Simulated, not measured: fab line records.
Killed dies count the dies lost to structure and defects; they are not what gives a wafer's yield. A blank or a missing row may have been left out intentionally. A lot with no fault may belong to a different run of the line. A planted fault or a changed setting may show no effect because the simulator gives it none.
What tool caused it? / flow nand_harc / 11 lots, 33 wafers sampled, at 6 steps of a route of 1159

WHAT THE GAUGES SHOWED, per wafer
NHARC_P_CONTACT_CD_MEAS_12: target cd 90 nm. Usual: cd_nm reads 89.6 nm (standard deviation 0.75).
lot=L386; measured=day 5 19:39; on=cd_sem-01; cd_nm (nm)=88.3 87.8 89.4; flag=
lot=L387; measured=day 5 22:40; on=cd_sem-01; cd_nm (nm)=89.7 89.9 89.4; flag=
lot=L388; measured=day 6 12:07; on=cd_sem-01; cd_nm (nm)=89.9 89.9 89.4; flag=
lot=L398; measured=day 8 16:14; on=cd_sem-01; cd_nm (nm)=91.0 90.1 89.9; flag=
lot=L397; measured=day 8 18:22; on=cd_sem-02; cd_nm (nm)=90.8 89.8 89.4; flag=
lot=L400; measured=day 9 10:19; on=cd_sem-03; cd_nm (nm)=90.1 89.8 89.3; flag=
lot=L402; measured=day 9 20:01; on=cd_sem-02; cd_nm (nm)=89.6 89.2 89.2; flag=
lot=L403; measured=day 10 02:49; on=cd_sem-01; cd_nm (nm)=89.7 87.4 88.6; flag=
lot=L405; measured=day 10 05:53; on=cd_sem-02; cd_nm (nm)=89.1 89.6 90.4; flag=
lot=L408; measured=day 11 09:31; on=cd_sem-01; cd_nm (nm)=89.4 89.3 89.4; flag=
lot=L407; measured=day 11 10:52; on=cd_sem-03; cd_nm (nm)=90.2 89.9 90.5; flag=

NHARC_P_M0_CD_MEAS_09: target cd 90 nm. Usual: cd_nm reads 89.8 nm (standard deviation 0.72).
lot=L386; measured=day 6 04:07; on=cd_sem-03; cd_nm (nm)=89.8 89.3 90.5; flag=
lot=L387; measured=day 6 04:47; on=cd_sem-03; cd_nm (nm)=88.1 86.9 90.7; flag=
lot=L388; measured=day 6 18:04; on=cd_sem-03; cd_nm (nm)=88.5 87.7 90.0; flag=
lot=L398; measured=day 8 23:11; on=cd_sem-02; cd_nm (nm)=91.0 89.8 89.8; flag=
lot=L397; measured=day 9 00:16; on=cd_sem-01; cd_nm (nm)=88.8 89.2 89.3; flag=
lot=L400; measured=day 9 21:07; on=cd_sem-01; cd_nm (nm)=90.6 90.5 90.3; flag=
lot=L402; measured=day 10 04:16; on=cd_sem-02; cd_nm (nm)=89.4 90.1 89.4; flag=
lot=L403; measured=day 10 10:20; on=cd_sem-01; cd_nm (nm)=89.6 90.5 89.3; flag=
lot=L405; measured=day 10 10:56; on=cd_sem-03; cd_nm (nm)=91.3 90.0 90.4; flag=
lot=L408; measured=day 11 13:35; on=cd_sem-02; cd_nm (nm)=89.2 89.4 90.3; flag=
lot=L407; measured=day 11 15:07; on=cd_sem-03; cd_nm (nm)=90.9 90.8 90.2; flag=

NHARC_END_SORT_01. Usual: defect_limited_yield 96.0 %, standard deviation 1.3; killed_at_array 24, standard deviation 8.4; killed_at_other 0.7, standard deviation 1.1; killed_at_periphery 2.9, standard deviation 1.7; killed_dies 27, standard deviation 8.6; killed_open 3.3, standard deviation 1.8; killed_short 1.8, standard deviation 1.4; sort_bin_2_pct 1.3 %, standard deviation 0.56; sort_bin_3_pct 0.19 %, standard deviation 0.18; sort_bin_4_pct 2.6 %, standard deviation 0.84; sort_n_pass 650, standard deviation 8.6; sort_rim_yield_pct 96.1 %, standard deviation 2.3; sort_yield_pct 96.0 %, standard deviation 1.3.
lot=L386; measured=day 20 02:55; on=prober-02; defect_limited_yield (%)=95.4 94.5 96.2; killed_at_array=25 34 24; killed_at_other=0 2 0; killed_at_periphery=6 1 2; killed_dies=31 37 26; killed_open=5 2 4; killed_short=0 5 1; sort_bin_2_pct (%)=0.9 1.2 1.2; sort_bin_3_pct (%)=0.15 0.74 0.30; sort_bin_4_pct (%)=3.5 3.5 2.4; sort_n_pass=646 640 651; sort_rim_yield_pct (%)=92.5 97.2 91.5; sort_yield_pct (%)=95.4 94.5 96.2; flag=
lot=L387; measured=day 20 07:10; on=prober-01; defect_limited_yield (%)=97.8 97.3 97.2; killed_at_array=13 17 16; killed_at_other=1 0 0; killed_at_periphery=1 1 3; killed_dies=15 18 19; killed_open=1 6 5; killed_short=3 2 3; sort_bin_2_pct (%)=0.4 1.2 0.7; sort_bin_3_pct (%)=0 0 0.15; sort_bin_4_pct (%)=1.8 1.5 1.9; sort_n_pass=662 659 658; sort_rim_yield_pct (%)=98.1 96.2 96.2; sort_yield_pct (%)=97.8 97.3 97.2; flag=
lot=L388; measured=day 20 15:47; on=prober-01; defect_limited_yield (%)=95.9 96.8 96.0; killed_at_array=24 20 23; killed_at_other=1 0 1; killed_at_periphery=3 2 3; killed_dies=28 22 27; killed_open=3 2 2; killed_short=2 1 1; sort_bin_2_pct (%)=1.3 0.6 1.3; sort_bin_3_pct (%)=0.30 0.15 0.30; sort_bin_4_pct (%)=2.5 2.5 2.4; sort_n_pass=649 655 650; sort_rim_yield_pct (%)=99.1 94.3 98.1; sort_yield_pct (%)=95.9 96.8 96.0; flag=
lot=L398; measured=day 22 04:44; on=prober-01; defect_limited_yield (%)=95.0 96.5 95.4; killed_at_array=29 22 26; killed_at_other=4 0 1; killed_at_periphery=1 2 4; killed_dies=34 24 31; killed_open=1 2 4; killed_short=4 0 1; sort_bin_2_pct (%)=1.0 1.2 1.6; sort_bin_3_pct (%)=0.44 0 0.30; sort_bin_4_pct (%)=3.5 2.4 2.7; sort_n_pass=643 653 646; sort_rim_yield_pct (%)=94.3 98.1 97.2; sort_yield_pct (%)=95.0 96.5 95.4; flag=
lot=L397; measured=day 22 21:02; on=prober-01; defect_limited_yield (%)=97.2 97.3 97.8; killed_at_array=11 13 12; killed_at_other=4 4 2; killed_at_periphery=4 1 1; killed_dies=19 18 15; killed_open=5 2 2; killed_short=1 1 1; sort_bin_2_pct (%)=0.7 1.2 0.9; sort_bin_3_pct (%)=0 0.30 0; sort_bin_4_pct (%)=2.1 1.2 1.3; sort_n_pass=658 659 662; sort_rim_yield_pct (%)=96.2 100.0 97.2; sort_yield_pct (%)=97.2 97.3 97.8; flag=
lot=L400; measured=day 22 12:31; on=prober-02; defect_limited_yield (%)=97.3 97.5 97.5; killed_at_array=12 16 13; killed_at_other=0 0 0; killed_at_periphery=6 1 4; killed_dies=18 17 17; killed_open=3 8 3; killed_short=4 1 0; sort_bin_2_pct (%)=1.0 0.4 1.3; sort_bin_3_pct (%)=0 0 0; sort_bin_4_pct (%)=1.6 2.1 1.2; sort_n_pass=659 660 660; sort_rim_yield_pct (%)=97.2 99.1 95.3; sort_yield_pct (%)=97.3 97.5 97.5; flag=
lot=L402; measured=day 24 05:59; on=prober-02; defect_limited_yield (%)=95.7 95.0 95.3; killed_at_array=26 32 30; killed_at_other=2 0 1; killed_at_periphery=1 2 1; killed_dies=29 34 32; killed_open=5 4 2; killed_short=3 2 1; sort_bin_2_pct (%)=1.5 2.1 1.0; sort_bin_3_pct (%)=0.15 0.30 0.15; sort_bin_4_pct (%)=2.7 2.7 3.5; sort_n_pass=648 643 645; sort_rim_yield_pct (%)=96.2 97.2 99.1; sort_yield_pct (%)=95.7 95.0 95.3; flag=
lot=L403; measured=day 24 05:09; on=prober-01; defect_limited_yield (%)=94.4 95.0 95.0; killed_at_array=31 31 27; killed_at_other=1 0 0; killed_at_periphery=6 3 7; killed_dies=38 34 34; killed_open=8 3 4; killed_short=0 3 3; sort_bin_2_pct (%)=1.6 1.8 1.6; sort_bin_3_pct (%)=0.15 0.15 0; sort_bin_4_pct (%)=3.8 3.1 3.4; sort_n_pass=639 643 643; sort_rim_yield_pct (%)=97.2 94.3 94.3; sort_yield_pct (%)=94.4 95.0 95.0; flag=
lot=L405; measured=day 23 21:20; on=prober-02; defect_limited_yield (%)=94.7 94.1 93.5; killed_at_array=31 36 39; killed_at_other=1 0 0; killed_at_periphery=4 4 5; killed_dies=36 40 44; killed_open=4 2 7; killed_short=2 3 4; sort_bin_2_pct (%)=2.1 1.3 3.0; sort_bin_3_pct (%)=0.15 0.44 0.30; sort_bin_4_pct (%)=3.1 4.1 3.2; sort_n_pass=641 637 633; sort_rim_yield_pct (%)=94.3 95.3 91.5; sort_yield_pct (%)=94.7 94.1 93.5; flag=
lot=L408; measured=day 24 22:17; on=prober-02; defect_limited_yield (%)=97.3 95.7 97.3; killed_at_array=15 25 16; killed_at_other=0 1 1; killed_at_periphery=3 3 1; killed_dies=18 29 18; killed_open=2 3 2; killed_short=2 0 1; sort_bin_2_pct (%)=0.3 1.2 0.3; sort_bin_3_pct (%)=0.15 0 0.15; sort_bin_4_pct (%)=2.2 3.1 2.2; sort_n_pass=659 648 659; sort_rim_yield_pct (%)=97.2 98.1 94.3; sort_yield_pct (%)=97.3 95.7 97.3; flag=
lot=L407; measured=day 25 00:38; on=prober-01; defect_limited_yield (%)=97.0 97.0 97.8; killed_at_array=17 13 12; killed_at_other=0 0 0; killed_at_periphery=3 7 3; killed_dies=20 20 15; killed_open=3 3 3; killed_short=3 4 2; sort_bin_2_pct (%)=1.2 0.7 0.4; sort_bin_3_pct (%)=0 0.15 0.15; sort_bin_4_pct (%)=1.8 2.1 1.6; sort_n_pass=657 657 662; sort_rim_yield_pct (%)=100.0 96.2 97.2; sort_yield_pct (%)=97.0 97.0 97.8; flag=

TOOL THAT RAN EACH LOT (tool first, then ch and the chambers of the sampled wafers, then the start)
lot=L386; NHARC_P_CONTACT_STRIP_28=rie_diel-13 ch 0,1,3, day 5 20:47; NHARC_P_M0_PEB_07=litho_track-01 ch 0, day 6 04:02; NHARC_P_M0_DEGAS_28=pvd_sputter-02, day 6 05:14
lot=L387; NHARC_P_CONTACT_STRIP_28=rie_diel-13 ch 0,1,3, day 5 23:48; NHARC_P_M0_PEB_07=litho_track-01 ch 0, day 6 04:43; NHARC_P_M0_DEGAS_28=pvd_sputter-03, day 6 05:55
lot=L388; NHARC_P_CONTACT_STRIP_28=rie_diel-13 ch 0,1,2, day 6 13:19; NHARC_P_M0_PEB_07=litho_track-01 ch 0, day 6 17:59; NHARC_P_M0_DEGAS_28=pvd_sputter-02, day 6 19:15
lot=L398; NHARC_P_CONTACT_STRIP_28=rie_diel-07 ch 0,1,2, day 8 17:22; NHARC_P_M0_PEB_07=litho_track-04 ch 0, day 8 23:06; NHARC_P_M0_DEGAS_28=pvd_sputter-02, day 9 00:17
lot=L397; NHARC_P_CONTACT_STRIP_28=rie_diel-04 ch 1,2, day 8 19:31; NHARC_P_M0_PEB_07=litho_track-04 ch 0, day 9 00:10; NHARC_P_M0_DEGAS_28=pvd_sputter-01, day 9 01:22
lot=L400; NHARC_P_CONTACT_STRIP_28=rie_diel-07 ch 2,3, day 9 11:26; NHARC_P_M0_PEB_07=litho_track-04 ch 0, day 9 21:02; NHARC_P_M0_DEGAS_28=pvd_sputter-03, day 9 22:13
lot=L402; NHARC_P_CONTACT_STRIP_28=rie_diel-13 ch 1,2,3, day 9 21:10; NHARC_P_M0_PEB_07=litho_track-06 ch 0, day 10 04:11; NHARC_P_M0_DEGAS_28=pvd_sputter-03, day 10 05:22
lot=L403; NHARC_P_CONTACT_STRIP_28=rie_diel-13 ch 1,2,3, day 10 04:19; NHARC_P_M0_PEB_07=litho_track-06 ch 0, day 10 10:16; NHARC_P_M0_DEGAS_28=pvd_sputter-01, day 10 11:28
lot=L405; NHARC_P_CONTACT_STRIP_28=rie_diel-13 ch 0,1, day 10 07:04; NHARC_P_M0_PEB_07=litho_track-01 ch 0, day 10 10:52; NHARC_P_M0_DEGAS_28=pvd_sputter-03, day 10 12:03
lot=L408; NHARC_P_CONTACT_STRIP_28=rie_diel-07 ch 0,3, day 11 10:39; NHARC_P_M0_PEB_07=litho_track-04 ch 0, day 11 13:30; NHARC_P_M0_DEGAS_28=pvd_sputter-03, day 11 14:42
lot=L407; NHARC_P_CONTACT_STRIP_28=rie_diel-13 ch 0,2,3, day 11 11:59; NHARC_P_M0_PEB_07=litho_track-04 ch 0, day 11 15:02; NHARC_P_M0_DEGAS_28=pvd_sputter-03, day 11 16:16
- NHARC_P_CONTACT_STRIP_28: strips in O2.
- NHARC_P_M0_PEB_07: peb time 65 s.
- NHARC_P_M0_DEGAS_28: time 60 s.

AS READ BY THE TOOLS THEMSELVES (means over the sampled wafers that have a number; for cases with no such wafer, the mark the record gives instead)
NHARC_P_CONTACT_STRIP_28. Usual: drypump_motor_current_A 5.7 A, standard deviation 0.36; oes_product_au 1.001 a.u., standard deviation 0.017; rf_vpp_V 58.1 V, standard deviation 0.97; showerhead_plenum_p_Torr 3.63 Torr, standard deviation 0.12; throttle_valve_pct 17.036 %, standard deviation 0.0094.
lot=L386; tool=rie_diel-13; drypump_motor_current_A (A)=6.0; oes_product_au (a.u.)=1.012; rf_vpp_V (V)=58.5; showerhead_plenum_p_Torr (Torr)=3.71; throttle_valve_pct (%)=17.035; flag=
lot=L387; tool=rie_diel-13; drypump_motor_current_A (A)=6.1; oes_product_au (a.u.)=1.016; rf_vpp_V (V)=57.4; showerhead_plenum_p_Torr (Torr)=3.71; throttle_valve_pct (%)=17.042; flag=
lot=L388; tool=rie_diel-13; drypump_motor_current_A (A)=5.8; oes_product_au (a.u.)=0.998; rf_vpp_V (V)=58.5; showerhead_plenum_p_Torr (Torr)=3.70; throttle_valve_pct (%)=17.043; flag=
lot=L398; tool=rie_diel-07; drypump_motor_current_A (A)=5.4; oes_product_au (a.u.)=1.008; rf_vpp_V (V)=57.7; showerhead_plenum_p_Torr (Torr)=3.53; throttle_valve_pct (%)=17.032; flag=
lot=L397; tool=rie_diel-04; drypump_motor_current_A (A)=5.6; oes_product_au (a.u.)=0.994; rf_vpp_V (V)=58.2; showerhead_plenum_p_Torr (Torr)=3.59; throttle_valve_pct (%)=17.033; flag=
lot=L400; tool=rie_diel-07; drypump_motor_current_A (A)=5.3; oes_product_au (a.u.)=1.011; rf_vpp_V (V)=57.4; showerhead_plenum_p_Torr (Torr)=3.59; throttle_valve_pct (%)=17.036; flag=
lot=L402; tool=rie_diel-13; drypump_motor_current_A (A)=5.9; oes_product_au (a.u.)=0.993; rf_vpp_V (V)=57.9; showerhead_plenum_p_Torr (Torr)=3.72; throttle_valve_pct (%)=17.034; flag=
lot=L403; tool=rie_diel-13; drypump_motor_current_A (A)=5.9; oes_product_au (a.u.)=0.989; rf_vpp_V (V)=58.4; showerhead_plenum_p_Torr (Torr)=3.72; throttle_valve_pct (%)=17.031; flag=
lot=L405; tool=rie_diel-13; drypump_motor_current_A (A)=5.8; oes_product_au (a.u.)=1.016; rf_vpp_V (V)=57.7; showerhead_plenum_p_Torr (Torr)=3.69; throttle_valve_pct (%)=17.032; flag=
lot=L408; tool=rie_diel-07; drypump_motor_current_A (A)=5.5; oes_product_au (a.u.)=1.005; rf_vpp_V (V)=58.7; showerhead_plenum_p_Torr (Torr)=3.54; throttle_valve_pct (%)=17.039; flag=
lot=L407; tool=rie_diel-13; drypump_motor_current_A (A)=6.0; oes_product_au (a.u.)=0.987; rf_vpp_V (V)=57.9; showerhead_plenum_p_Torr (Torr)=3.72; throttle_valve_pct (%)=17.034; flag=

NHARC_P_M0_PEB_07. Usual: heater_power_total_W 156.6 W, standard deviation 0.42; resist_line_temp_C 23.00 C, standard deviation 0.094.
lot=L386; tool=litho_track-01; heater_power_total_W (W)=156.6; resist_line_temp_C (C)=23.00; flag=
lot=L387; tool=litho_track-01; heater_power_total_W (W)=160.1; resist_line_temp_C (C)=22.84; flag=OFF
lot=L388; tool=litho_track-01; heater_power_total_W (W)=160.1; resist_line_temp_C (C)=22.92; flag=OFF
lot=L398; tool=litho_track-04; heater_power_total_W (W)=156.3; resist_line_temp_C (C)=23.02; flag=
lot=L397; tool=litho_track-04; heater_power_total_W (W)=156.8; resist_line_temp_C (C)=23.06; flag=
lot=L400; tool=litho_track-04; heater_power_total_W (W)=156.8; resist_line_temp_C (C)=23.01; flag=
lot=L402; tool=litho_track-06; heater_power_total_W (W)=156.9; resist_line_temp_C (C)=23.06; flag=
lot=L403; tool=litho_track-06; heater_power_total_W (W)=156.5; resist_line_temp_C (C)=23.01; flag=
lot=L405; tool=litho_track-01; heater_power_total_W (W)=156.4; resist_line_temp_C (C)=23.02; flag=
lot=L408; tool=litho_track-04; heater_power_total_W (W)=156.5; resist_line_temp_C (C)=23.06; flag=
lot=L407; tool=litho_track-04; heater_power_total_W (W)=156.7; resist_line_temp_C (C)=22.89; flag=

NHARC_P_M0_DEGAS_28. Usual: heater_power_w reads 317 W (standard deviation 24).
lot=L386; tool=pvd_sputter-02; heater_power_w (W)=308; flag=
lot=L387; tool=pvd_sputter-03; heater_power_w (W)=322; flag=
lot=L388; tool=pvd_sputter-02; heater_power_w (W)=308; flag=
lot=L398; tool=pvd_sputter-02; heater_power_w (W)=311; flag=
lot=L397; tool=pvd_sputter-01; heater_power_w (W)=326; flag=
lot=L400; tool=pvd_sputter-03; heater_power_w (W)=321; flag=
lot=L402; tool=pvd_sputter-03; heater_power_w (W)=342; flag=
lot=L403; tool=pvd_sputter-01; heater_power_w (W)=323; flag=
lot=L405; tool=pvd_sputter-03; heater_power_w (W)=323; flag=
lot=L408; tool=pvd_sputter-03; heater_power_w (W)=328; flag=
lot=L407; tool=pvd_sputter-03; heater_power_w (W)=354; flag=

THE ANSWER, worked out from the rows above alone
Rule: lot off if the mean of its wafers having a number is beyond 3 standard deviations from the usual mean. A lot without any number at a reading at which 4 lots or more have one is off too. The other lots that the step has rows for count as sound. Order of review: gauges by route order, followed by the tools' own readings, for which a lot's mean as printed above is used. The first step at which some lot is off is used, and at that step the reading that is off furthest; a lot without a number counts as furthest.
Off: L387, L388, at NHARC_P_M0_PEB_07 (heater_power_total_W).
If a tool, at that step or one of the process steps before it, ran each lot that is off and ran no sound lot following the first of them, it fits. No candidate that was tried fits.

WHAT HAD BEEN PUT IN BY THE SIMULATOR
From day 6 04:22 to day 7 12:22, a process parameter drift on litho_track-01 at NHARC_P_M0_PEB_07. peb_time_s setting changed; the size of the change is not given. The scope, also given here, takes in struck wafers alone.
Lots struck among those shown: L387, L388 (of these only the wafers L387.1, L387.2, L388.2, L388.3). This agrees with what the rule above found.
